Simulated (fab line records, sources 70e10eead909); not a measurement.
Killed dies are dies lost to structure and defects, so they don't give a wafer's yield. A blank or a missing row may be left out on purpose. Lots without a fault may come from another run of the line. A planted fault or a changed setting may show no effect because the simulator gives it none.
Chamber matching | flow nand_harc | NHARC_A_DECK1_JOINT_CMP_13 on cmp-01: 4 sister chambers
The step polishes, target thk 51.023 nm. 16 wafers are shown with their chamber, then 8 later ones without.

WAFERS WITH THEIR CHAMBER
wafer  | chamber | motor_current_A (A) | time_to_endpoint_s (s)
L076.1 | 1       | 11.6                | 6.8
L076.2 | 2       | 10.7                | 7.3
L076.3 | 0       | 9.4                 | 6.6
L077.2 | 0       | 9.4                 | 9.1
L077.3 | 3       | 11.3                | 8.2
L077.6 | 2       | 10.6                | 9.2
L082.1 | 1       | 11.9                | 8.7
L082.5 | 0       | 9.7                 | 7.9
L082.6 | 3       | 11.2                | 9.4
L090.1 | 3       | 11.3                | 5.5
L090.2 | 2       | 10.5                | 9.4
L090.3 | 0       | 9.3                 | 7.0
L091.1 | 1       | 12.1                | 8.0
L091.5 | 1       | 11.2                | 5.4
L091.6 | 0       | 9.6                 | 6.1
L092.1 | 3       | 11.0                | 4.3

SIGNATURES (means of the wafers above)
reading            | chamber 0 | chamber 1 | chamber 2 | chamber 3 | scatter within a chamber
motor_current_A    | 9.480     | 11.700    | 10.600    | 11.200    | 0.232
time_to_endpoint_s | 7.340     | 7.225     | 8.633     | 6.850     | 1.61
Rule: a wafer's distance from a chamber is the root of the sum, over the readings, of the square of ((its reading less the chamber's mean) divided by the reading's scatter). The wafer belongs to the nearest chamber; if the next one is less than 2 further off, it can't be placed. The scatter: the root of (the sum of the squares of (reading less its chamber's mean) over the shown wafers, divided by (wafers less chambers)).

WAFERS WITHOUT THEIR CHAMBER
wafer  | motor_current_A (A) | time_to_endpoint_s (s)
L092.2 | 10.4                | 9.9
L092.5 | 10.8                | 7.4
L093.2 | 11.4                | 5.1
L093.4 | 10.4                | 6.0
L093.6 | 11.5                | 8.4
L094.1 | 11.5                | 6.9
L094.3 | 9.1                 | 8.6
L094.4 | 11.1                | 7.8

WHICH CHAMBER EACH WENT THROUGH
wafer  | from the rows above          | in truth
L092.2 | 2                            | 2
L092.5 | can't be placed: 2 or 3      | 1
L093.2 | can't be placed: 3 or 1      | 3
L093.4 | can't be placed: 2 or 3      | 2
L093.6 | can't be placed: 1 or 3      | 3
L094.1 | can't be placed: 1 or 3      | 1
L094.3 | 0                            | 0
L094.4 | can't be placed: 3 or 2 or 1 | 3
Placed correctly: 2 of 8. Can't be placed from these rows: 6 (the true chamber is among the candidates in 5). Placed wrongly: 0.
